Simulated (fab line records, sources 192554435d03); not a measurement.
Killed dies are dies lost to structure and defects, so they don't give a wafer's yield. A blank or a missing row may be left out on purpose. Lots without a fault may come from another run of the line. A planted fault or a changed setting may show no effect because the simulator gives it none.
fab line records | flow n5_finfet
record lots=6 wafers=16 last_day=17
route steps=1938 shown BEOL_M0_SAQP@634 BEOL_M4@1111 PASSIVATION@1936
lots that met no fault: from a run of the same line without faults
start_h: hours from the record's first day to the start of the lot's first wafer shown | wait_h: hours since the lot's step before | " the same as in the row above | L1.1+2: a row that stands for several wafers | - no value, or no start given | * or withheld: withheld | < > ~ a bound
route shown NAME@n: a module of which the file shows steps, and the number in the route of the first | usual: mean/standard deviation of fault-free wafers | same: alike in all rows | chamber/n: place in a boat | sites: the reading at each site | _std_site: their standard deviation | _edge_site: outer sites' mean less inner sites' | radius_mm: how far each site lies from the wafer's centre | mask NAME#n: copy n | behind: the tool/chamber that last shaped the wafer | hold: why the lot was held/for how many hours/how that ended | device: the transistor (n, p or np) that didn't switch | end of line: the same wafers' tests at the end of the route | a step without rows: its recipe alone | killed: dies lost to structure and defects at the first sort, not the wafer's yield | map: a wafer's dies, x killed, . not, _ none there
set.NAME: the setting as run; set.NAME@STEP: as run at that earlier step | model.NAME: the simulator's own value behind a step, which no gauge read
lots at some steps of the route; a table a step, a row a wafer
services: from which hour (start_h, from the record's first day; less than 0 if before it) a tool's chamber was out of use, for how many hours, and why
## steps
# step N5_BEOL_M0_SAQP_HM_DEP_02
# recipe material=TiN target_thk_a=120 temp_c=25 chamber_pressure_pa=0.49996
# usual throttle_valve_pct=29.7/1.1
# columns lot.wafer tool chamber start_h wait_h throttle_valve_pct
L558.1 pvd_sputter-03 - 130.51 0.3 28.9
L558.4 " - " " 29.0
L558.5 " - " " 28.9
L559.4 pvd_sputter-03 - 139.22 0.0 28.7
L559.5 " - " " 30.2
L566.1 pvd_sputter-01 - 179.54 3.5 32.3
L566.4 " - " " 29.3
L566.5 " - " " 29.3
L569.4 pvd_sputter-01 - 197.15 0.0 29.3
L569.5 " - " " 28.4
L569.6 " - " " 32.0
L572.4 pvd_sputter-01 - 211.35 0.5 32.0
L572.5 " - " " 29.3
L577.1 pvd_sputter-02 - 245.90 0.3 30.3
L577.3 " - " " 28.4
L577.5 " - " " 28.5
# step N5_BEOL_M0_SAQP_PECVD_03
# recipe material=SiCN target_thk_a=120 temp_c=withheld precursor=3MS/NH3 pressure_torr=3 rf_w=202 time_s=21.1
# usual showerhead_plenum_p_Torr=3.662/0.013 showerhead_vpp_V=863/48 throttle_valve_pct=9.3/0.39
# columns lot.wafer tool chamber start_h wait_h showerhead_plenum_p_Torr showerhead_vpp_V throttle_valve_pct
L558.1 pecvd-02 0 130.63 0.1 3.680 873 9.5
L558.4 " 0 " " 3.675 875 9.5
L558.5 " 1 " " 3.653 919 9.4
L559.4 pecvd-02 0 139.36 0.1 3.667 874 9.4
L559.5 " 1 " " 3.659 933 9.2
L566.1 pecvd-03 1 179.67 0.1 3.652 908 9.3
L566.4 " 0 " " 3.682 816 9.8
L566.5 " 2 " " 3.660 857 8.6
L569.4 pecvd-03 1 197.28 0.1 3.657 877 8.9
L569.5 " 2 " " 3.661 834 8.7
L569.6 " 0 " " 3.680 814 10.2
L572.4 pecvd-03 0 211.48 0.1 3.673 824 9.9
L572.5 " 2 " " 3.663 844 8.7
L577.1 pecvd-03 0 246.02 0.1 3.678 823 9.7
L577.3 " 1 " " 3.644 906 9.1
L577.5 " 2 " " 3.671 863 8.9
# step N5_BEOL_M0_SAQP_PECVD_96
# recipe material=a-Si target_thk_a=450 temp_c=350 precursor=SiH4/He pressure_torr=3 rf_w=100 time_s=45.2
# usual heater_power_w=615/59 showerhead_plenum_p_Torr=5.66/0.045 showerhead_vpp_V=608/34 throttle_valve_pct=18.6/0.71
# columns lot.wafer tool chamber start_h wait_h heater_power_w showerhead_plenum_p_Torr showerhead_vpp_V throttle_valve_pct
L558.1 pecvd-02 0 130.66 0.0 650 5.71 610 18.3
L558.4 " 0 " " 657 5.71 617 18.4
L558.5 " 1 " " 640 5.62 645 18.7
L559.4 pecvd-02 0 139.40 0.0 670 5.70 608 18.7
L559.5 " 1 " " 668 5.62 670 18.5
L566.1 pecvd-03 1 179.70 0.0 668 5.57 636 18.3
L566.4 " 0 " " 581 5.70 572 19.8
L566.5 " 2 " " 544 5.69 600 17.3
L569.4 pecvd-03 1 197.32 0.0 626 5.59 639 18.5
L569.5 " 2 " " 545 5.67 596 17.5
L569.6 " 0 " " 552 5.73 578 20.1
L572.4 pecvd-03 0 211.52 0.0 540 5.72 582 19.7
L572.5 " 2 " " 558 5.67 596 17.7
L577.1 pecvd-03 0 246.05 0.0 599 5.72 568 20.0
L577.3 " 1 " " 702 5.59 638 18.5
L577.5 " 2 " " 571 5.67 606 17.6
# step N5_BEOL_M0_SAQP_PECVD_97
# recipe material=SiNx target_thk_a=230 temp_c=350 precursor=SiH4/NH3/N2 pressure_torr=1.5 rf_w=300 time_s=19.9
# step N5_BEOL_M0_SAQP_PECVD_04
# recipe material=a-Si target_thk_a=600 temp_c=350 precursor=SiH4/He pressure_torr=3 rf_w=100 time_s=60.2
# usual heater_power_w=607/67 showerhead_plenum_p_Torr=5.66/0.044 showerhead_vpp_V=608/34 throttle_valve_pct=18.6/0.7
# columns lot.wafer tool chamber start_h wait_h heater_power_w showerhead_plenum_p_Torr showerhead_vpp_V throttle_valve_pct
L558.1 pecvd-02 0 130.74 0.0 721 5.70 612 18.7
L558.4 " 0 " " 742 5.70 616 18.4
L558.5 " 1 " " 592 5.60 649 18.5
L559.4 pecvd-02 0 139.49 0.0 740 5.71 624 18.5
L559.5 " 1 " " 668 5.62 645 18.7
L566.1 pecvd-03 1 179.79 0.0 646 5.58 630 18.3
L566.4 " 0 " " 502 5.73 579 20.0
L566.5 " 2 " " 499 5.66 600 17.7
L569.4 pecvd-03 1 197.42 0.0 673 5.58 652 18.7
L569.5 " 2 " " 581 5.66 597 17.4
L569.6 " 0 " " 514 5.73 580 19.9
L572.4 pecvd-03 0 211.61 0.0 569 5.73 586 19.7
L572.5 " 2 " " 572 5.66 611 17.9
L577.1 pecvd-03 0 246.13 0.0 485 5.72 581 20.0
L577.3 " 1 " " 658 5.59 618 18.3
L577.5 " 2 " " 539 5.66 592 17.7
# step N5_BEOL_M0_SAQP_THK_MEAS_05
# usual thk_nm=60.3/1
# columns lot.wafer tool chamber start_h wait_h thk_nm
L558.1 film_metro-02 - 130.84 0.1 58.1
L558.4 " - " " 59.5
L558.5 " - " " 60.2
L559.4 film_metro-02 - 139.56 0.0 59.5
L559.5 " - " " 61.0
L566.1 film_metro-01 - 179.88 0.1 61.6
L566.4 " - " " 62.3
L566.5 " - " " 60.3
L569.4 film_metro-02 - 197.48 0.0 62.1
L569.5 " - " " 59.8
L569.6 " - " " 60.7
L572.4 film_metro-02 - 211.68 0.0 60.5
L572.5 " - " " 61.9
L577.1 film_metro-02 - 246.23 0.1 59.3
L577.3 " - " " 60.3
L577.5 " - " " 60.8
# step N5_BEOL_M0_SAQP_HM_DEP_111
# recipe material=SiO2 target_thk_a=120 temp_c=400 precursor=SiH4/N2O pressure_torr=0.75 rf_w=275 time_s=7.2
# usual heater_power_w=764/87 showerhead_plenum_p_Torr=8.13/0.11 showerhead_vpp_V=994/61
# columns lot.wafer tool chamber start_h wait_h heater_power_w showerhead_plenum_p_Torr showerhead_vpp_V
L558.1 pecvd-03 2 130.87 0.0 646 8.14 998
L558.4 " 0 " " 671 8.29 954
L558.5 " 1 " " 774 7.93 1048
L559.4 pecvd-01 0 139.62 0.1 754 8.21 939
L559.5 " 0 " " 756 8.18 958
L566.1 pecvd-02 1 179.92 0.0 814 8.01 1096
L566.4 " 1 " " 813 7.99 1068
L566.5 " 0 " " 951 8.24 1007
L569.4 pecvd-01 2 197.54 0.1 772 8.17 906
L569.5 " 0 " " 663 8.19 967
L569.6 " 1 " " 863 8.15 967
L572.4 pecvd-01 0 211.74 0.1 732 8.19 955
L572.5 " 1 " " 939 8.16 947
L577.1 pecvd-01 0 246.27 0.0 755 8.17 965
L577.3 " 2 " " 738 8.18 919
L577.5 " 1 " " 821 8.15 960
# step N5_BEOL_M0_SAQP_COAT_81
# recipe resist=SOC temp_c=250 time_s=60 spin_rpm=1500 resist_thk_nm=100
# step N5_BEOL_M0_SAQP_COAT_82
# recipe resist=SiARC temp_c=220 time_s=60 spin_rpm=1500 resist_thk_nm=30
# step N5_BEOL_M0_SAQP_COAT_08
# recipe resist=CAR-ArF spin_rpm=1500 resist_thk_nm=90
# step N5_BEOL_M0_SAQP_EBR_10
# recipe solvent=PGMEA ebr_width_mm=1.5
# step N5_BEOL_M0_SAQP_SOFTBAKE_09
# recipe temp_c=110 time_s=60 resist=CAR-ArF
# step N5_BEOL_M0_SAQP_EXPOSE_11
# recipe mask_id=M0_CORE na=1.35 source_shape=dipole sigma_inner=0.538 sigma_outer=0.738 polarization=te target_cd_nm=42 dose_mj=55
# usual exposure_dose_mJ_cm2=54.96/0.053
# same na=1.35
# columns lot.wafer tool chamber start_h wait_h mask exposure_dose_mJ_cm2
L558.1 arfi_scanner-03 0 131.19 - M0_CORE#0 54.89
L558.4 " 0 " " M0_CORE#0 54.92
L558.5 " 0 " " M0_CORE#0 54.92
L559.4 arfi_scanner-01 0 139.97 - M0_CORE#0 54.90
L559.5 " 0 " " M0_CORE#0 54.88
L566.1 arfi_scanner-03 0 180.11 - M0_CORE#0 55.94
L566.4 " 0 " " M0_CORE#0 55.92
L566.5 " 0 " " M0_CORE#0 55.95
L569.4 arfi_scanner-03 0 197.85 - M0_CORE#0 55.72
L569.5 " 0 " " M0_CORE#0 55.72
L569.6 " 0 " " M0_CORE#0 55.65
L572.4 arfi_scanner-02 0 211.93 - M0_CORE#0 55.02
L572.5 " 0 " " M0_CORE#0 55.00
L577.1 arfi_scanner-01 0 246.46 - M0_CORE#0 54.97
L577.3 " 0 " " M0_CORE#0 54.94
L577.5 " 0 " " M0_CORE#0 54.91
# step N5_BEOL_M0_SAQP_PEB_12
# recipe peb_temp_c=withheld peb_time_s=60 resist=CAR-ArF
# step N5_BEOL_M4_RC_MEAS_101
# usual DIBL_N=36.0/1.9 DIBL_P=35.6/2.4 IOFF_N=0.16/0.036 IOFF_P=0.21/0.04 ION_N=673/14 ION_P=460/8.9 SS_N=71.5/0.67 SS_P=73.2/0.73 VT_N=249/3.6 VT_P=-250/3.7
# columns lot.wafer tool chamber start_h wait_h DIBL_N[mV/V] DIBL_P[mV/V] IOFF_N[nA/um] IOFF_P[nA/um] ION_N[uA/um] ION_P[uA/um] SS_N[mV/dec] SS_P[mV/dec] VT_N[mV] VT_P[mV]
L558.1 prober-01 0 183.95 0.0 35.3 34.3 0.17 0.19 688 465 71.4 73.9 249 -250
L558.4 " 0 " " 34.6 34.1 0.16 0.19 684 458 71.0 73.2 248 -251
L558.5 " 0 " " 35.6 35.2 0.18 0.21 688 466 71.3 73.6 247 -249
L559.4 prober-01 0 190.68 0.5 38.9 40.3 0.21 0.29 679 467 71.8 74.3 248 -247
L559.5 " 0 " " 34.7 35.3 0.13 0.20 659 461 71.0 73.6 251 -250
L566.1 prober-01 0 231.31 0.0 37.0 35.3 0.18 0.20 693 472 72.2 73.9 249 -252
L566.4 " 0 " " 36.9 35.9 0.17 0.20 680 462 71.3 73.5 250 -252
L566.5 " 0 " " 35.8 33.9 0.14 0.17 663 448 70.5 73.6 250 -255
L569.4 prober-01 0 247.51 0.7 40.5 39.9 0.26 0.24 670 451 73.5 73.7 244 -252
L569.5 " 0 " " 36.9 38.0 0.20 0.22 687 467 71.8 73.7 245 -251
L569.6 " 0 " " 36.9 36.9 0.19 0.20 683 459 72.1 73.7 244 -251
L572.4 prober-02 0 281.83 0.5 35.1 34.8 0.15 0.21 665 453 71.4 73.8 251 -249
L572.5 " 0 " " 40.8 42.4 0.30 0.37 708 474 73.0 75.8 241 -242
L577.1 prober-02 0 310.68 0.0 34.0 34.4 0.13 0.17 649 448 71.5 72.5 251 -253
L577.3 " 0 " " 36.0 36.3 0.16 0.20 671 458 72.0 73.4 252 -252
L577.5 " 0 " " 36.9 38.4 0.19 0.22 675 455 72.1 73.6 245 -251
# step N5_PASSIVATION_PROBE_49
# usual defect_limited_yield=91.2/1.4 killed_at_M0_to_M3=32/9.3 killed_at_M4_up=14/4.9 killed_at_contacts=15/7.5 killed_at_front_end=40/11 killed_at_other=4/3.3 killed_dies=104/17 killed_on_rim=13/4.2 killed_open=68/14 killed_short=33/7.9 sort_bin_4_leakage=0/0 sort_bin_5_function=5.2/0.99 sort_bin_6_memory=3.2/0.65 sort_bin_8_speed=0.03/0.19 sort_n_pass=1076/17 sort_yield_pct=91.1/1.5
# same gross_dies=1180 killed_at_back_side=0
# columns lot.wafer tool chamber start_h wait_h defect_limited_yield[%] killed_at_M0_to_M3 killed_at_M4_up killed_at_contacts killed_at_front_end killed_at_other killed_dies killed_on_rim killed_open killed_short sort_bin_4_leakage[%] sort_bin_5_function[%] sort_bin_6_memory[%] sort_bin_8_speed[%] sort_n_pass sort_yield_pct[%]
L558.1 prober-02 - 285.06 0.0 90.0 42 22 6 43 5 118 12 71 46 0 6.0 3.1 0 1062 90.0
L558.4 prober-02 - 285.21 0.2 91.4 35 12 10 42 2 101 12 65 36 0 4.6 3.5 0 1079 91.4
L558.5 prober-02 - 285.26 0.2 90.6 31 15 5 57 3 111 11 73 38 0 5.0 3.7 0 1069 90.6
L559.4 prober-01 - 297.60 0.2 87.5 52 11 34 48 3 148 22 98 49 0 8.4 3.8 0 1032 87.5
L559.5 prober-01 - 297.65 0.2 88.7 36 14 27 56 0 133 19 95 31 0 6.3 4.2 0 1047 88.7
L566.1 prober-01 - 324.06 0.0 90.7 32 23 7 45 3 110 14 73 28 0 5.7 3.0 0.08 1070 90.7
L566.4 prober-01 - 324.21 0.2 90.3 22 23 14 53 2 114 16 73 40 0 6.3 3.0 0 1066 90.3
L566.5 prober-01 - 324.26 0.2 90.0 36 9 12 61 0 118 15 78 39 0 6.2 3.3 0 1062 90.0
L569.4 prober-01 - 344.06 0.2 89.9 22 8 4 83 2 119 10 55 15 0.08 6.8 3.1 0 1060 89.8
L569.5 prober-01 - 344.11 0.2 91.1 21 7 6 36 35 105 33 48 23 0 6.5 2.0 0 1075 91.1
L569.6 prober-01 - 344.16 0.3 92.8 22 7 16 38 2 85 9 52 31 0 4.4 2.5 0 1095 92.8
L572.4 prober-02 - 378.57 0.2 91.2 33 9 12 46 4 104 9 66 36 0 5.1 3.4 0 1076 91.2
L572.5 prober-02 - 378.62 0.2 89.4 39 9 18 58 1 125 19 89 36 0 6.1 4.0 0 1055 89.4
L577.1 prober-02 - 414.52 0.0 92.0 30 25 4 34 1 94 6 64 28 0 5.3 2.1 0 1086 92.0
L577.3 prober-02 - 414.62 0.1 90.1 28 15 22 49 3 117 8 92 22 0 6.4 3.3 0 1063 90.1
L577.5 prober-02 - 414.72 0.2 90.2 34 13 18 49 2 116 7 80 31 0 5.9 3.6 0 1064 90.2
# killed by level:class
L558.1 FIN_SAQP:geometric_particle:short=12 BEOL_M2:geometric_particle:open=11 BEOL_M4:geometric_particle:open=11 FIN_SAQP:geometric_particle:open=7 BEOL_M0_SAQP:geometric_particle:short=7 ILD0:geometric_particle:open=6 BEOL_M1:geometric_particle:open=6 MOL_CONTACT_COAG:geometric_particle:open=5
L558.4 BEOL_M2:geometric_particle:open=13 FIN_SAQP:geometric_particle:short=12 FIN_SAQP:geometric_particle:open=7 STI_FIN_REVEAL:geometric_particle:open=7 MOL_CONTACT_COAG:geometric_particle:open=7 BEOL_M4:geometric_particle:open=6 BEOL_M0_SAQP:geometric_particle:short=5 ILD0:geometric_particle:short=4
L558.5 GATE_CUT:geometric_particle:open=11 FIN_SAQP:geometric_particle:short=10 BEOL_M2:geometric_particle:open=9 FIN_SAQP:geometric_particle:open=7 STARTING-WAFER:geometric_particle:short=6 BEOL_M0_SAQP:geometric_particle:open=5 BEOL_M3:geometric_particle:open=5 BEOL_M4:geometric_particle:open=5
L559.4 MOL_CONTACT_COAG:geometric_particle:open=28 STI_FIN_REVEAL:geometric_particle:open=10 BEOL_M0_SAQP:geometric_particle:short=10 BEOL_M0_SAQP:geometric_particle:open=9 BEOL_M3:geometric_particle:open=9 FIN_SAQP:geometric_particle:open=7 BEOL_M2:geometric_particle:open=7 MOL_CONTACT_COAG:geometric_particle:short=6
L559.5 MOL_CONTACT_COAG:geometric_particle:open=23 FIN_SAQP:geometric_particle:open=16 STI_FIN_REVEAL:geometric_particle:open=16 BEOL_M2:geometric_particle:open=10 BEOL_M0_SAQP:geometric_particle:open=9 BEOL_M0_SAQP:geometric_particle:short=9 STI_FIN_REVEAL:geometric_particle:short=5 BEOL_M4:geometric_particle:open=5
L566.1 BEOL_M4:geometric_particle:open=14 STI_FIN_REVEAL:geometric_particle:open=9 BEOL_M3:geometric_particle:open=8 FIN_SAQP:geometric_particle:short=7 MOL_CONTACT_COAG:geometric_particle:open=7 FIN_SAQP:geometric_particle:open=6 BEOL_M0_SAQP:geometric_particle:short=6 GATE_CUT:geometric_particle:short=5
L566.4 FIN_SAQP:geometric_particle:short=18 FIN_SAQP:geometric_particle:open=12 MOL_CONTACT_COAG:geometric_particle:open=12 BEOL_M4:geometric_particle:open=11 BEOL_M3:geometric_particle:open=8 BEOL_M4:geometric_particle:short=5 BEOL_M2:geometric_particle:open=4 STI_FIN_REVEAL:geometric_particle:short=3
L566.5 FIN_SAQP:geometric_particle:open=12 MOL_CONTACT_COAG:geometric_particle:open=9 BEOL_M0_SAQP:geometric_particle:open=9 FIN_SAQP:geometric_particle:short=7 BEOL_M0:geometric_particle:open=7 SPACER0:geometric_particle:open=6 STI_FIN_REVEAL:geometric_particle:open=6 SPACER0:geometric_particle:short=6
L569.4 FIN_CUT:area_etch=47 FIN_SAQP:geometric_particle:open=9 STI_FIN_REVEAL:geometric_particle:open=8 BEOL_M3:geometric_particle:open=7 DUMMY_GATE:geometric_particle:open=5 BEOL_M2:geometric_particle:open=4 BEOL_M1:geometric_particle:open=4 BEOL_M8:geometric_particle:open=3
L569.5 PASSIVATION:area_etch=31 FIN_SAQP:geometric_particle:open=10 STI_FIN_REVEAL:geometric_particle:open=8 FIN_SAQP:geometric_particle:short=6 BEOL_M0_SAQP:geometric_particle:short=6 MOL_CONTACT_COAG:geometric_particle:open=5 BEOL_M2:geometric_particle:open=4 BEOL_M0_SAQP:geometric_particle:open=4
L569.6 MOL_CONTACT_COAG:geometric_particle:open=15 BEOL_M0_SAQP:geometric_particle:short=11 FIN_SAQP:geometric_particle:open=10 FIN_SAQP:geometric_particle:short=5 BEOL_M0_SAQP:geometric_particle:open=5 STARTING-WAFER:geometric_particle:open=5 STI_FIN_REVEAL:geometric_particle:open=4 BEOL_M8:geometric_particle:open=4
L572.4 DUMMY_GATE:geometric_particle:open=9 FIN_SAQP:geometric_particle:open=8 MOL_CONTACT_COAG:geometric_particle:open=8 STI_FIN_REVEAL:geometric_particle:open=7 BEOL_M0_SAQP:geometric_particle:short=7 BEOL_M2:geometric_particle:open=7 BEOL_M0_SAQP:geometric_particle:open=6 BEOL_M1:geometric_particle:open=6
L572.5 MOL_CONTACT_COAG:geometric_particle:open=15 STI_FIN_REVEAL:geometric_particle:open=14 DUMMY_GATE:geometric_particle:open=9 BEOL_M0_SAQP:geometric_particle:open=9 BEOL_M2:geometric_particle:open=8 BEOL_M1:geometric_particle:open=7 FIN_SAQP:geometric_particle:open=5 GATE_CUT:geometric_particle:short=5
L577.1 BEOL_M4:geometric_particle:open=15 FIN_SAQP:geometric_particle:open=8 BEOL_M0_SAQP:geometric_particle:short=8 BEOL_M0_SAQP:geometric_particle:open=5 STI_FIN_REVEAL:geometric_particle:open=4 MOL_CONTACT_COAG:geometric_particle:open=4 BEOL_M1:geometric_particle:open=4 BEOL_M2:geometric_particle:open=4
L577.3 MOL_CONTACT_COAG:geometric_particle:open=19 STI_FIN_REVEAL:geometric_particle:open=17 BEOL_M2:geometric_particle:open=11 GATE_CUT:geometric_particle:open=7 FIN_SAQP:geometric_particle:short=6 FIN_SAQP:geometric_particle:open=6 BEOL_M5:geometric_particle:open=6 BEOL_M4:geometric_particle:open=5
L577.5 STI_FIN_REVEAL:geometric_particle:open=15 MOL_CONTACT_COAG:geometric_particle:open=13 BEOL_M2:geometric_particle:open=11 FIN_SAQP:geometric_particle:open=8 GATE_CUT:geometric_particle:short=6 MOL_CONTACT_COAG:geometric_particle:short=5 BEOL_M0_SAQP:geometric_particle:open=5 BEOL_M4:geometric_particle:open=5
## services
# columns tool chamber start_h hours kind
arfi_scanner-03 - 111.63 1.0 pm
arfi_scanner-01 - 113.37 1.0 pm
pecvd-01 2 126.20 21.6 repair
arfi_scanner-02 - 126.83 3.1 pm
arfi_scanner-03 - 140.70 0.8 pm
arfi_scanner-01 - 141.23 0.8 pm
pecvd-03 1 146.17 2.1 scheduled_down
pecvd-03 - 150.42 1.3 repair
arfi_scanner-02 - 156.09 0.8 pm
arfi_scanner-01 - 159.98 1.3 pm
arfi_scanner-02 - 166.32 1.5 pm
pecvd-01 - 177.10 1.7 repair
arfi_scanner-02 - 178.12 1.3 pm
arfi_scanner-02 - 186.08 1.0 pm
arfi_scanner-01 - 189.86 1.0 pm
arfi_scanner-03 - 193.94 1.0 pm
pecvd-03 2 194.62 2.1 scheduled_down
pecvd-02 2 202.38 - clean
pecvd-02 2 202.38 - consumable_replace:showerhead
pecvd-02 2 202.38 29.0 scheduled_down
pecvd-02 2 202.38 29.0 vent_cycle
arfi_scanner-03 - 225.87 1.3 pm
pecvd-03 0 235.17 7.8 repair
pecvd-02 - 236.17 23.9 repair
## key
first_sign step=N5_BEOL_M0_SAQP_EXPOSE_11 reading=exposure_dose_mJ_cm2 direction=up sigmas=16 usual=54.96 struck=55.82
effect none on later readings
met_at N5_BEOL_M0_SAQP_EXPOSE_11
struck_wafers L566.1,L566.4,L566.5,L569.4,L569.5,L569.6
loop_trim step=N5_BEOL_M0_SAQP_EXPOSE_11 setting=dose lots=L569
baseline_loss step=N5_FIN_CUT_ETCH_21 wafers=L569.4
baseline_loss step=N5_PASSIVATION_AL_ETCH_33 wafers=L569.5
onset_between 131.19 180.11
fault kind=process_parameter_drift tool=arfi_scanner-03 chamber=- onset_h=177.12 steps=N5_BEOL_M0_SAQP_EXPOSE_11 channel=dose_mj offset=0.91473 shape=step acts_in=these_recipes_only stated=55
# loop_trim: a control loop set the setting to another value than it would have without faults
# baseline_loss: these wafers lose ten dies or more at that step, a loss of the line's own and not of a fault; the sort's usual values leave them out
